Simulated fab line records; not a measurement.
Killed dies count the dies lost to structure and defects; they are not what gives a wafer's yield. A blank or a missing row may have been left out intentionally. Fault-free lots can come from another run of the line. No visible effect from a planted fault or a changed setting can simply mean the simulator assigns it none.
Matching of chambers -- flow n5-finfet -- 4 sister chambers for N5_BEOL_M0_CUTY_ETCH_62 on rie-diel-03
The step etches SiARC in CF4, time 58.5 s. 4 wafers are shown with their chamber, then 9 later ones without.

## WAFERS PAIRED WITH THEIR CHAMBERS
wafer,chamber,showerhead-plenum-p-Torr (Torr)
L082.4,2,2.11
L087.1,1,2.19
L087.2,0,2.25
L087.3,3,2.12

## WAFERS WHOSE CHAMBER IS MISSING
wafer,showerhead-plenum-p-Torr (Torr)
L088.1,2.10
L088.2,2.19
L088.6,2.10
L093.2,2.19
L093.3,2.24
L093.4,2.10
L096.1,2.24
L096.2,2.12
L096.5,2.12

## WHICH CHAMBER EACH WENT THROUGH
wafer,from the rows above,in truth
L088.1,can't be placed: 2 or 3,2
L088.2,1,1
L088.6,can't be placed: 2 or 3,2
L093.2,1,1
L093.3,0,0
L093.4,can't be placed: 2 or 3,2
L096.1,0,0
L096.2,can't be placed: 3 or 2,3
L096.5,can't be placed: 3 or 2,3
4 of 9 placed correctly. These rows do not allow placing 5 (true chamber among the candidates in 5). Placed wrongly: 0.
How it was worked out, from the rows above alone: a wafer's distance from a chamber is the root of the sum, over the readings, of the square of ((its reading less the chamber's mean) divided by the reading's scatter). If the next closest chamber is less than 2 further off than the closest, the wafer can't be placed; otherwise it belongs to the closest. For every chamber, the mean is computed from those of its wafers that are shown. The scatter: root of mean squared gap, hidden wafer to nearest shown wafer, with one shown wafer a chamber.
